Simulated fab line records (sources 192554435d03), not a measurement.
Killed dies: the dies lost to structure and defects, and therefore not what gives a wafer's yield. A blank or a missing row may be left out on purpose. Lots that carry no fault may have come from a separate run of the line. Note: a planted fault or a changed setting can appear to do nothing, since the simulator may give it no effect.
A sampling plan put to the test -- flow n5-finfet -- 11 faults told of in these records, all on one fab line, each judged by the records of the lots it struck
Plan = the line's own looks (route steps where a gauge or an inspection reads the wafer without altering it). Where struck wafers have a number at a look and the file lists that look's usual mean and standard deviation on fault-free wafers, the look can be judged. Caught: 4 or more of those standard deviations (sigma) separate the usual mean from the mean of the struck wafers at a look after the fault's first step. On the tool: the same test on the tool's own readings at the fault's steps. It also counts as caught if the struck wafers ran another recipe or if their record alone is blank.

THE FAULTS, as the simulator had put them in
1. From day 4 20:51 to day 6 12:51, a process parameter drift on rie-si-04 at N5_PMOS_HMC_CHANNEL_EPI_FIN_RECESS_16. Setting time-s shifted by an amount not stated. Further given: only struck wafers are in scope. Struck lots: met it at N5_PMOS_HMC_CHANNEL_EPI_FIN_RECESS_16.
2. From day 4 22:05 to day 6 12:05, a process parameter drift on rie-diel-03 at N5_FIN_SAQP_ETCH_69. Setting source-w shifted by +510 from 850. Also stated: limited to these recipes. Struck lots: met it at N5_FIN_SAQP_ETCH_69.
3. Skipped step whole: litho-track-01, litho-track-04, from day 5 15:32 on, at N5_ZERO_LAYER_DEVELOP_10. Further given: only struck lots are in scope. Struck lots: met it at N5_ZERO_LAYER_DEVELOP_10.
4. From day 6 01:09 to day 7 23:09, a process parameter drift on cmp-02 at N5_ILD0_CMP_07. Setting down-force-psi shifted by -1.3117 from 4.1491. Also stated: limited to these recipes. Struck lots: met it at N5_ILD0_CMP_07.
5. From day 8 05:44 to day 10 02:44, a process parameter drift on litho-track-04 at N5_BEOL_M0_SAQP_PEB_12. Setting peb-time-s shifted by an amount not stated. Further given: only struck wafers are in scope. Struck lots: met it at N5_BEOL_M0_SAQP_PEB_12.
6. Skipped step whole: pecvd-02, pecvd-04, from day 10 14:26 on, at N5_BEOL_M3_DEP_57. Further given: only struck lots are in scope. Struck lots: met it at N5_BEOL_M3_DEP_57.
7. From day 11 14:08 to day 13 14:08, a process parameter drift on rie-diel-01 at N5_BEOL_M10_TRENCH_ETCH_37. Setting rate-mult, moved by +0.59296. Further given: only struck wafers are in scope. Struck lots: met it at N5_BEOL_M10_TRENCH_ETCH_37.
8. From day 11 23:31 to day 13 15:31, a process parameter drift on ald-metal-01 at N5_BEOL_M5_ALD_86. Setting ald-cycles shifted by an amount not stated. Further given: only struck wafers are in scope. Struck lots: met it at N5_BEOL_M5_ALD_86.
9. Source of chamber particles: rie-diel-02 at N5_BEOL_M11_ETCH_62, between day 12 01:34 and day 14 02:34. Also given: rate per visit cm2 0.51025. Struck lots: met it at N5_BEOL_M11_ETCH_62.
10. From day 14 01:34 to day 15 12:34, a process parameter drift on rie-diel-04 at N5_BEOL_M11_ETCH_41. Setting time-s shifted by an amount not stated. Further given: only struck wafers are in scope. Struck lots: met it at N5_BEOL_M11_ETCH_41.
11. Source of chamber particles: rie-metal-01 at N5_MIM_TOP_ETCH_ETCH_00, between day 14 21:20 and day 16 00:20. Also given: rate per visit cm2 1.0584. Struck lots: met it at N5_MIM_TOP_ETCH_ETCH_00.

WHAT THE PLAN SAW
fault,on the tool itself,first look that catches it,"reading, sigma",median hours from its first step to that look,hours from the fault's start to the first struck lot there,judged looks passed uncaught
1,under 2 sigma,not the one look that can be judged after it,"strongest: HMC_CMP_THK at N5_PMOS_HMC_CHANNEL_EPI_THK_MEAS_22, -3.6",-,-,1
2,rf-fwd-power-W +99 or beyond sigma,no look after it can be judged,-,-,-,0
3,no reading that can be judged,no look after it can be judged,-,-,-,0
4,head-pressure-psi -99 or beyond sigma,not the one look that can be judged after it,-,-,-,1
5,under 2 sigma,N5_BEOL_M0_SAQP_CD_MEAS_14,cd-nm +27,0.1,16,0
6,the tool's record is blank for the struck wafers,no look after it can be judged,-,-,-,0
7,only faintly: oes-product-au +2.8 sigma,N5_BEOL_M10_OCD_MEAS_38,trench-depth-nm +36,0.2,5,0
8,under 2 sigma,no look after it can be judged,-,-,-,0
9,under 2 sigma,none of the 2 looks that can be judged after it,"strongest: raw-defect-count at N5_BEOL_M11_INSPECT_30, +3.6",-,-,2
10,run-length-s +12 sigma,no look after it can be judged,-,-,-,0
11,under 2 sigma,no look after it can be judged,-,-,-,0
A dash: the fault is not caught, or the number is missing from these records.

Caught at a look: 2 of 11. Caught on the tool: 4 of 11. By one or the other: 6 of 11.
Faults 2, 4, 6, 10 were caught on the tool alone.
Caught at a look alone: faults 5, 7.
Caught by neither: faults 1, 3, 8, 9, 11.

THINNER SAMPLING
Were the look that catches a fault to measure just every second or every third lot (counted by lot number), the first struck lot would, at worst, be measured this late:
fault,"struck lots at that look, in order of time",every lot,every second lot,every third lot
5,L209,16 h,may miss it,may miss it
7,L721,5 h,may miss it,may miss it
Hours: fault start to first struck lot measured. 4 sigma limit: tested on the pooled struck wafers, so a lone lot may be under it. Other struck lots may not be in these records.

THE LONGEST TIMED WAY FROM STEP TO LOOK
In fault 7, a median of 0.2 hours elapses between N5_BEOL_M10_TRENCH_ETCH_37 and N5_BEOL_M10_OCD_MEAS_38. No look between them can be judged.
